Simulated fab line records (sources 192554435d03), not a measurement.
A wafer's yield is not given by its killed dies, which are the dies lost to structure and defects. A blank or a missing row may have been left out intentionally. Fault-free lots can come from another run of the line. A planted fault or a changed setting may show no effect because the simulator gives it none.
Chamber matching | flow n5-finfet | N5_MOL_CONTACT_COAG_ALD_27 on ald-sin-01: 4 sister chambers
The step deposits SiOC, target thk 17 nm, pulse time 1.5 s, time 2720 s. 4 wafers are shown with their chamber, then 7 later ones without.

EACH WAFER AND ITS CHAMBER
wafer  | chamber | heater-power-w (W)
L854.6 | 3       | 994
L856.5 | 2       | 834
L855.1 | 0       | 913
L855.2 | 1       | 909

WAFERS WHOSE CHAMBER IS MISSING
wafer  | heater-power-w (W)
L855.6 | 931
L860.2 | 931
L860.3 | 902
L860.6 | 824
L867.4 | 861
L867.5 | 1012
L867.6 | 829

WHICH CHAMBER EACH WENT THROUGH
wafer  | from the rows above          | in truth
L855.6 | can't be placed: 0 or 1      | 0
L860.2 | can't be placed: 0 or 1      | 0
L860.3 | can't be placed: 1 or 0      | 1
L860.6 | 2                            | 2
L867.4 | can't be placed: 2 or 1 or 0 | 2
L867.5 | 3                            | 3
L867.6 | 2                            | 2
3 of 7 placed correctly. Can't be placed from these rows: 4 (the true chamber is among the candidates in 4). Placed wrongly: 0.
How it was worked out, from the rows above alone: a wafer's distance from a chamber is the root of the sum, over the readings, of the square of ((its reading less the chamber's mean) divided by the reading's scatter). The wafer belongs to the nearest chamber; if the next one is less than 2 further off, it can't be placed. Each chamber's mean is taken over the wafers shown for it. The scatter (one wafer shown for each chamber): square how far every hidden wafer sits from the nearest shown wafer, average those squares and take the square root.
